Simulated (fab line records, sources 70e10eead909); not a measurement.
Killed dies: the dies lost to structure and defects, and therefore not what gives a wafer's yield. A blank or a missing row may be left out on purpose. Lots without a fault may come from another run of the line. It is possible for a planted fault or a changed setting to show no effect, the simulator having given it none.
What tool caused it? ; flow nand harc ; 13 lots with 39 wafers sampled at 5 steps, on a route of 1159 steps

WHAT EACH GAUGE READ, for each wafer
NHARC_END_SORT_01. Usual: killed at array 27, standard deviation 10; killed at other 0.6, standard deviation 0.96; killed at periphery 3.4, standard deviation 2.7; killed dies 31, standard deviation 10; killed open 2.9, standard deviation 1.8; killed short 1.8, standard deviation 1.4.
lot;measured;on;killed at array;killed at other;killed at periphery;killed dies;killed open;killed short;flag
L678;day 21 15:07;prober-01;10 17 15;1 0 1;5 11 4;16 28 20;2 3 3;1 1 4;
L683;day 22 18:47;prober-02;15 18 15;2 0 2;2 2 0;19 20 17;2 1 1;3 2 0;
L691;day 24 14:00;prober-01;30 27 29;0 0 0;1 1 0;31 28 29;4 1 1;2 4 1;
L692;day 24 20:59;prober-02;35 28 37;0 0 1;4 0 2;39 28 40;4 1 1;2 0 4;
L694;day 25 00:27;prober-01;33 47 39;0 0 1;4 2 7;37 49 47;3 2 3;2 1 2;

WHAT TOOL EACH LOT RAN ON (gives the tool, then ch and the chambers of the sampled wafers, and finally the start)
lot;NHARC_A_SLIT_STRIP_18;NHARC_A_WL_FILL_CVD_03;NHARC_A_WL_FILL_CVD_23;NHARC_A_WL_FILL_CVD_20
L673;rie diel-05 ch 0,1, day 15 04:31 or earlier;cvd w-01 ch 0,1, day 15 04:31;lpcvd poly-01 ch 0, day 15 20:45;cvd w-02 ch 0,1, no start
L678;rie diel-11 ch 2,3, day 15 07:18 or earlier;cvd w-01 ch 0,1, day 15 07:18;lpcvd poly-01 ch 0, day 17 02:45;cvd w-01 ch 0,1, day 21 15:07 or earlier
L683;rie diel-07 ch 0,1, day 17 06:15 or earlier;cvd w-01 ch 0,1, day 17 06:15;lpcvd poly-01 ch 0, day 19 04:21;cvd w-01 ch 0,1, day 22 18:47 or earlier
L681;rie diel-07 ch 0,1,3, day 17 11:26 or earlier;cvd w-01 ch 0,1, day 17 11:26;lpcvd poly-01 ch 0, day 18 01:05;cvd w-02 ch 0,1, no start
L686;rie diel-05 ch 0,3, day 18 12:02 or earlier;cvd w-02 ch 0,1, day 18 12:02;lpcvd poly-03 ch 0, day 19 02:22;cvd w-02 ch 0,1, no start
L688;rie diel-11 ch 1,3, day 18 06:11 or earlier;cvd w-01 ch 0,1, day 18 06:11;lpcvd poly-03 ch 0, day 18 20:42;cvd w-02 ch 1, no start
L687;rie diel-11 ch 0,3, day 18 16:41 or earlier;cvd w-01 ch 0,1, day 18 16:41;lpcvd poly-04 ch 0, day 19 08:47;cvd w-01 ch 0,1, no start
L690;rie diel-05 ch 0,1,3, day 18 20:53 or earlier;cvd w-01 ch 0,1, day 18 20:53;lpcvd poly-01 ch 0, day 19 15:35;cvd w-02 ch 0,1, no start
L689;rie diel-11 ch 0,2,3, day 18 21:03 or earlier;cvd w-02 ch 0,1, day 18 21:03;lpcvd poly-01 ch 0, day 19 15:35;cvd w-01 ch 0,1, no start
L691;rie diel-05 ch 0,1,3, day 20 00:25 or earlier;cvd w-02 ch 0,1, day 20 00:25;lpcvd poly-03 ch 0, day 20 16:44;cvd w-02 ch 0,1, day 24 14:00 or earlier
L693;rie diel-05 ch 0,1,2, day 20 03:36 or earlier;cvd w-02 ch 0,1, day 20 03:36;lpcvd poly-04 ch 0, day 20 19:50;cvd w-02 ch 0,1, no start
L692;rie diel-05 ch 0,2,3, day 20 04:43 or earlier;cvd w-01 ch 0,1, day 20 04:43;lpcvd poly-04 ch 0, day 20 19:50;cvd w-02 ch 0,1, day 24 20:59 or earlier
L694;rie diel-11 ch 0,2,3, day 20 09:05 or earlier;cvd w-01 ch 0,1, day 20 09:05;lpcvd poly-01 ch 0, day 21 01:24;cvd w-01 ch 0,1, day 25 00:27 or earlier
- NHARC_A_SLIT_STRIP_18: strips in O2.
- NHARC_A_WL_FILL_CVD_03: deposits W, target thk 40 nm, time 3302 s.
- NHARC_A_WL_FILL_CVD_23: deposits poly-Si, target thk 40 nm, time 800 s.
- NHARC_A_WL_FILL_CVD_20: deposits W, target thk 75 nm, time 5064 s.

AS READ BY THE TOOLS THEMSELVES (means over the sampled wafers that have a number; for cases with no such wafer, the mark the record gives instead)
NHARC_A_SLIT_STRIP_18. Usual: drypump motor current A 5.7 A, standard deviation 0.44; mfc ar sccm 0.008 sccm, standard deviation 0.0093; oes product au 1.001 a.u., standard deviation 0.017; rf vpp V 57.8 V, standard deviation 0.84; showerhead plenum p Torr 3.50 Torr, standard deviation 0.11; throttle valve pct 17.038 %, standard deviation 0.0082.
lot;tool;drypump motor current A (A);mfc ar sccm (sccm);oes product au (a.u.);rf vpp V (V);showerhead plenum p Torr (Torr);throttle valve pct (%);flag
L673;rie diel-05;5.4;0.014;0.995;58.0;3.52;17.037;
L678;rie diel-11;5.5;0.000;0.984;57.6;3.46;17.039;
L683;rie diel-07;5.5;0.013;1.006;57.3;3.50;17.038;
L681;rie diel-07;5.8;0.011;1.015;57.2;3.48;17.033;
L686;rie diel-05;5.6;0.021;0.987;58.4;3.53;17.044;
L688;rie diel-11;6.2;0.004;1.020;57.8;3.42;17.039;
L687;rie diel-11;6.2;0.000;1.017;56.8;3.47;17.043;
L690;rie diel-05;5.7;0.014;0.993;57.7;3.43;17.037;
L689;rie diel-11;5.7;0.000;1.000;57.8;3.49;17.031;
L691;rie diel-05;5.7;0.014;0.992;58.4;3.43;17.033;
L693;rie diel-05;5.5;0.007;0.998;58.7;3.54;17.033;
L692;rie diel-05;5.6;0.014;0.989;58.1;3.56;17.038;
L694;rie diel-11;5.8;0.000;1.000;57.9;3.49;17.027;

NHARC_A_WL_FILL_CVD_03. Usual: heater power w 493 W, standard deviation 67; mfc ar sccm 1560 sccm, standard deviation 5.1; throttle valve pct 7.63 %, standard deviation 0.22.
lot;tool;heater power w (W);mfc ar sccm (sccm);throttle valve pct (%);flag
L673;cvd w-01;474;1562;7.56;
L678;cvd w-01;474;1556;7.54;
L683;cvd w-01;476;1562;7.44;
L681;cvd w-01;447;1564;7.67;
L686;cvd w-02;502;1561;7.78;
L688;cvd w-01;469;1560;7.66;
L687;cvd w-01;453;1555;7.83;
L690;cvd w-01;449;1558;7.77;
L689;cvd w-02;510;1565;7.52;
L691;cvd w-02;557;1565;7.63;
L693;cvd w-02;551;1558;7.71;
L692;cvd w-01;454;1559;7.79;
L694;cvd w-01;478;1563;7.59;

NHARC_A_WL_FILL_CVD_23. Usual: spike tc bottom C 640 C, standard deviation 3.3.
lot;tool;spike tc bottom C (C);flag
L673;lpcvd poly-01;640;
L678;lpcvd poly-01;640;
L683;lpcvd poly-01;641;
L681;lpcvd poly-01;640;
L686;lpcvd poly-03;634;
L688;lpcvd poly-03;634;
L687;lpcvd poly-04;644;
L690;lpcvd poly-01;641;
L689;lpcvd poly-01;641;
L691;lpcvd poly-03;634;
L693;lpcvd poly-04;643;
L692;lpcvd poly-04;642;
L694;lpcvd poly-01;640;

NHARC_A_WL_FILL_CVD_20. Usual: heater power w 500 W, standard deviation 71; mfc ar sccm 1560 sccm, standard deviation 4.5; throttle valve pct 7.67 %, standard deviation 0.24.
lot;tool;heater power w (W);mfc ar sccm (sccm);throttle valve pct (%);flag
L673;cvd w-02;559;1564;7.61;
L678;cvd w-01;473;1564;7.54;
L683;cvd w-01;446;1559;7.70;
L681;cvd w-02;505;1566;7.64;
L686;cvd w-02;547;1561;7.77;
L688;cvd w-02;600;1561;7.58;
L687;cvd w-01;455;1561;7.64;
L690;cvd w-02;502;1557;7.66;
L689;cvd w-01;478;1565;7.60;
L691;cvd w-02;513;1556;7.90;
L693;cvd w-02;502;1557;7.78;
L692;cvd w-02;517;1560;7.72;
L694;cvd w-01;443;1558;7.50;

THE ANSWER, worked out from the rows above alone
Rule: a lot is off if the mean of its wafers that have a number lies more than 3 standard deviations from the usual mean. A lot without any number at a reading at which 4 lots or more have one is off too. The other lots that the step has rows for count as sound. The gauges are gone through in route order, then the tools' own readings, and for those a lot's mean is taken as printed above. At the first step where some lot is off, the reading lying furthest off is the one used; lots without a number count as furthest.
Across all readings shown, no lot is off: no conclusion can be drawn from this.

WHAT HAD BEEN PUT IN BY THE SIMULATOR
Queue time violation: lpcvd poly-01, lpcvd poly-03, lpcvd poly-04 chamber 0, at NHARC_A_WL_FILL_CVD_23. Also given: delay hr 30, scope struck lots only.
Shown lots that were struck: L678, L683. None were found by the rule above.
